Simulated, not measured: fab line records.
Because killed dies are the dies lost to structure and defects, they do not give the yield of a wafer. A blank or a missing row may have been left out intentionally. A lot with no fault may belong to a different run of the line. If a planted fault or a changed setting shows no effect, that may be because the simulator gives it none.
2 desks looking at one fault	flow n5Finfet	numbers are kept per desk, each desk with only its own; the story behind them comes last

TOOL OWNER'S DESK, lithoTrack-02
The tool's own readings at N5_BEOL_M3_COAT_22 (resist thk 30 nm): means of the sampled wafers that have a number, for each lot that ran on this tool. If a lot's mean is further than 4 standard deviations from the usual mean, the lot is out of limits and carries the mark OUT (the distance appears in the brackets).
Columns: A = exhaustPa at N5_BEOL_M3_COAT_22, usual 45.0 Pa; B = spinSpeedRpm at N5_BEOL_M3_COAT_22, usual 1500.1 rpm
lot	first seen here	A	B
L561	day 8 12:43	44.1	1499.2
L560	day 8 15:10	45.3	1501.2
L564	day 9 06:45	45.5	1570.6 (+59) OUT
L565	day 9 11:45	46.0	1569.8 (+58) OUT
L575	day 12 00:38	45.6	1499.3
L576	day 12 00:53	44.1	1499.9
Finding of this desk: L564, L565 out of limits; the first was L564 at day 9 06:45, on spinSpeedRpm at N5_BEOL_M3_COAT_22. L561, L560, L575, L576: within limits.

THE METROLOGY DESK
What the gauges read, lot by lot, whatever tool the lot ran on: means of the sampled wafers that have a number. If a lot's mean is further than 4 standard deviations from the usual mean, the lot is out of limits and carries the mark OUT (the distance appears in the brackets). 7 of its 10 readings are shown, namely those furthest out on some lot.
Columns: A = DIBL_N at N5_BEOL_M4_RC_MEAS_101, usual 35.9 mV/V; B = DIBL_P at N5_BEOL_M4_RC_MEAS_101, usual 35.6 mV/V; C = IOFF_N at N5_BEOL_M4_RC_MEAS_101, usual 0.149 nA/um; D = ION_N at N5_BEOL_M4_RC_MEAS_101, usual 671 uA/um; E = SS_P at N5_BEOL_M4_RC_MEAS_101, usual 73.2 mV/dec; F = VT_N at N5_BEOL_M4_RC_MEAS_101, usual 251 mV; G = VT_P at N5_BEOL_M4_RC_MEAS_101, usual -251 mV
lot	first seen here	A	B	C	D	E	F	G
L558	day 8 14:39	35.1	35.9	0.137	668	72.9	252	-256
L561	day 9 04:26	36.2	37.0	0.149	664	72.7	251	-255
L560	day 9 07:43	35.5	33.2	0.133	670	73.0	252	-252
L564	day 10 06:55	34.2	34.2	0.131	665	73.0	252	-250
L565	day 10 14:43	37.8	38.6	0.195	686	74.0	246	-250
L571	day 11 17:46	36.5	34.7	0.133	666	73.2	252	-253
L574	day 12 17:01	34.9	34.0	0.131	658	72.7	253	-250
L575	day 12 19:22	35.2	34.5	0.131	662	72.9	253	-249
L576	day 13 00:59	35.8	35.0	0.173	678	73.5	246	-249
This desk's verdict: no lot among the 9 shows anything out of limits.

ALL TOGETHER
On L564, L565, at day 9 06:45, an alarm was possible from the tool owner's desk.
Metrology desk: nothing out of limits seen.
The metrology desk holds a record of L564, L565, inside its limits.
The lots listed all ran N5_BEOL_M3_COAT_22 on lithoTrack-02.

WHAT THE SIMULATOR PUT IN
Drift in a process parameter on lithoTrack-02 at N5_BEOL_M3_COAT_22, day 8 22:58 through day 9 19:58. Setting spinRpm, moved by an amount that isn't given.
Shown lots that were struck: L564, L565.
Each desk's first reading out of limits, in hours after the fault started: the tool owner's desk, 8.
